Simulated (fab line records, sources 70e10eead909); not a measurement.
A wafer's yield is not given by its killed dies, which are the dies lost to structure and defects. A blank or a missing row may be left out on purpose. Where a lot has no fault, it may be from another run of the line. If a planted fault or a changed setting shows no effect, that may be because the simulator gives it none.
8D (eight disciplines) problem report, filled in by code / flow nand harc / the parts of the form that need people (team, actions taken, sign-off) are left out

== 1. THE PROBLEM ==
Wafers without a fault read 3.1 %, standard deviation 1.2; sort_bin_2_pct at NHARC_END_SORT_01 reads a mean of 93.3 % on 3 wafers belonging to 2 lots. That puts it +75 standard deviations away from the usual mean.
The first sign was on wafer L427.1 at day 29 18:31, on prober-01. Wafers with a number at this step in the record: 9, from 3 lots. By rule, "out" or "out of limits" means more than 4 standard deviations away from the usual mean. The rest of the wafers with a number are treated as sound.

== 2. WHAT IT IS, AND WHAT IT ISN'T ==
question=which readings at this step | is=sort_bin_2_pct, defect limited yield, killed at array, killed dies, sort n pass, sort rim yield pct, sort yield pct | is not=killed at other, killed open, killed short, sort_bin_4_pct
question=which lots | is=L427, L429 | is not=L419
question=which wafers of those lots | is=L427.1, L427.6, L429.5 | is not=L427.2, L429.2, L429.4
question=read on which gauges | is=prober-01, prober-02 | is not=-
question=when | is=from day 29 18:31 | is not=up to then (3 sound wafers); but 3 sound wafers of L427, L429 came after

== 3. WHAT RULES OUT EACH SUSPECT ==
Counting: a tool at a process step up to the reading stays a suspect if it ran every lot that is out. Sound lots after the first of them don't rule it out here, since some wafers of a struck lot are sound.
- ruled out: the gauge at NHARC_END_SORT_01. Those wafers that are out were read across 2 gauges (prober-01, prober-02).
- ecd cu-02 at NHARC_A_M0_ECD_22 (material Cu, target thk 400 nm): kept. Ran every lot that is out, first one L427 (day 28 02:48); last sound lot up to then L419 (day 24 11:30).
- cmp-03 at NHARC_A_M0_CMP_23 (polishes, t overpolish 20 s, target thk 113.75 nm): kept. It ran every lot that is out, first L427 (day 28 03:33). Its own time to endpoint s readings are out on those wafers.
Remaining after the count are ecd cu-02 at NHARC_A_M0_ECD_22 and cmp-03 at NHARC_A_M0_CMP_23.

== 4. THE CAUSE (what the simulator had put in) ==
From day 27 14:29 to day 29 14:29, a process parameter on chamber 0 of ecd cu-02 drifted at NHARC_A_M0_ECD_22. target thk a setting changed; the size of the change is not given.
This tool is one of the 2 suspects left after counting.

== 5. THE CHAIN OF EFFECTS, in route order ==
Each row: a reading whose mean over the struck wafers that have a number lies more than 3 standard deviations from the usual. Only readings whose record carries a usual standard deviation are examined. hours: median over the lots of the time between each lot's start at the first step of this table that gives one and its start at this step. sigmas: the change, counted in usual standard deviations.
hours=0; step=NHARC_A_M0_CMP_23; reading=time to endpoint s; usual=30 s; on struck wafers=12; change=-18; sigmas=-5.2
hours=39; step=NHARC_END_SORT_01; reading=defect limited yield; usual=91.2 %; on struck wafers=0.4; change=-90.8; sigmas=-35
hours=39; step=NHARC_END_SORT_01; reading=killed at array; usual=55; on struck wafers=667; change=+612; sigmas=+36
hours=39; step=NHARC_END_SORT_01; reading=killed dies; usual=59; on struck wafers=674; change=+615; sigmas=+34
hours=39; step=NHARC_END_SORT_01; reading=sort_bin_2_pct; usual=3.1 %; on struck wafers=93.3; change=+90.2; sigmas=+75
hours=39; step=NHARC_END_SORT_01; reading=sort n pass; usual=618; on struck wafers=3; change=-615; sigmas=-34
hours=39; step=NHARC_END_SORT_01; reading=sort rim yield pct; usual=93 %; on struck wafers=1; change=-92; sigmas=-25
hours=39; step=NHARC_END_SORT_01; reading=sort yield pct; usual=91.2 %; on struck wafers=0.4; change=-90.8; sigmas=-35
Process steps it contains:
- NHARC_A_M0_CMP_23: polishes, t overpolish 20 s, target thk 113.75 nm.

== 6. HOW IT WOULD HAVE BEEN CAUGHT EARLIER ==
In this record the first reading out of limits at a measuring or inspecting step was taken at day 29 18:31, 52 hours after the fault began at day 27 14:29.
By day 29 18:31, every lot that is out (2) had started NHARC_A_M0_ECD_22 on ecd cu-02. Had the tool been put on hold then, not one of them would have been saved.
